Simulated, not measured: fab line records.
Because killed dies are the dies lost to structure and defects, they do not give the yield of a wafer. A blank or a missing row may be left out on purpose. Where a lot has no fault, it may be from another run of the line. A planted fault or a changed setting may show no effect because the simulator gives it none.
3 desks, one fault ; flow n5_finfet ; every desk sees just its own numbers, and what lay behind them comes last

## FOR THE TOOL OWNER'S DESK: litho_track-05
The tool's own readings at N5_BEOL_M8_COAT_63 (time 60 s, resist thk 60 nm): means of the sampled wafers that have a number, for each lot that ran on this tool. Any lot whose mean is over 4 standard deviations away from the usual mean is out of limits and marked OUT; that distance is given in the brackets.
Columns: A = exhaust_pa at N5_BEOL_M8_COAT_63, usual 45.1 Pa; B = spin_speed_rpm at N5_BEOL_M8_COAT_63, usual 1499.9 rpm
lot;first seen here;A;B
L218;day 10 21:03;46.2;1499.8
L223;day 11 19:18;44.6;1500.5
L228;day 12 22:24;44.7;1573.6 (+78) OUT
L229;day 13 06:37;45.0;1571.9 (+76) OUT
L227;day 13 10:29;46.3;1572.2 (+76) OUT
This desk finds L227, L228, L229 out of limits, L228 being first, at day 12 22:24 (spin_speed_rpm at N5_BEOL_M8_COAT_63). Within limits: L218, L223.

## THE DEFECT DESK
For each lot, the counts of the inspections along the route, averaged over the sampled wafers that have a number. Any lot whose mean is over 4 standard deviations away from the usual mean is out of limits and marked OUT; that distance is given in the brackets.
Columns: A = raw_defect_count at N5_BEOL_M7_INSPECT_58, usual 71
lot;first seen here;A
L218;day 10 17:08;51
L222;day 11 14:38;66
L223;day 11 14:58;49
L228;day 12 19:42;61
L229;day 13 01:19;69
L227;day 13 06:32;62
L230;day 13 16:59;66
L231;day 14 05:41;77
L233;day 14 13:29;74
L237;day 16 01:54;139
L238;day 16 04:56;92
L240;day 16 07:48;54
This desk's finding: nothing out of limits on any of the 12 lots.

## AT THE METROLOGY DESK
What the gauges read, lot by lot, whatever tool the lot ran on: means of the sampled wafers that have a number. Any lot whose mean is over 4 standard deviations away from the usual mean is out of limits and marked OUT; that distance is given in the brackets.
Columns: A = M8_ILD_THK at N5_BEOL_M8_THK_MEAS_01, usual 154.3 nm
lot;first seen here;A
L218;day 10 17:46;154.7
L222;day 11 15:16;154.1
L223;day 11 15:57;153.1
L228;day 12 20:47;154.5
L229;day 13 01:56;153.3
L227;day 13 07:10;152.6
L230;day 13 17:35;156.0
L231;day 14 06:47;153.8
L233;day 14 14:06;154.0
L237;day 16 02:31;154.3
L238;day 16 05:33;156.2
L240;day 16 08:25;157.6
This desk's finding: nothing out of limits on any of the 12 lots.

## PUT TOGETHER
The tool owner's desk had the chance to raise an alarm at day 12 22:24 on L227, L228, L229.
No out-of-limits result turned up at the defect desk.
Nothing out of limits was seen by the metrology desk.
The defect desk has L227, L228, L229 on record, within its limits.
The metrology desk holds a record of L227, L228, L229, inside its limits.
The lots listed all ran N5_BEOL_M8_COAT_63 on litho_track-05.

## WHAT THE SIMULATOR PUT IN
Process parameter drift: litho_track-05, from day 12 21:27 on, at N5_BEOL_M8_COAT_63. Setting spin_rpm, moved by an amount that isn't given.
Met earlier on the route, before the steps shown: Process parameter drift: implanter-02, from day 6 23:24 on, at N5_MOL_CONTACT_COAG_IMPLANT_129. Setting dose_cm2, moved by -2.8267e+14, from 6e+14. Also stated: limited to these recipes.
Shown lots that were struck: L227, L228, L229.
Time in hours from fault onset to the first out-of-limits reading at each desk: the tool owner's desk, 1.
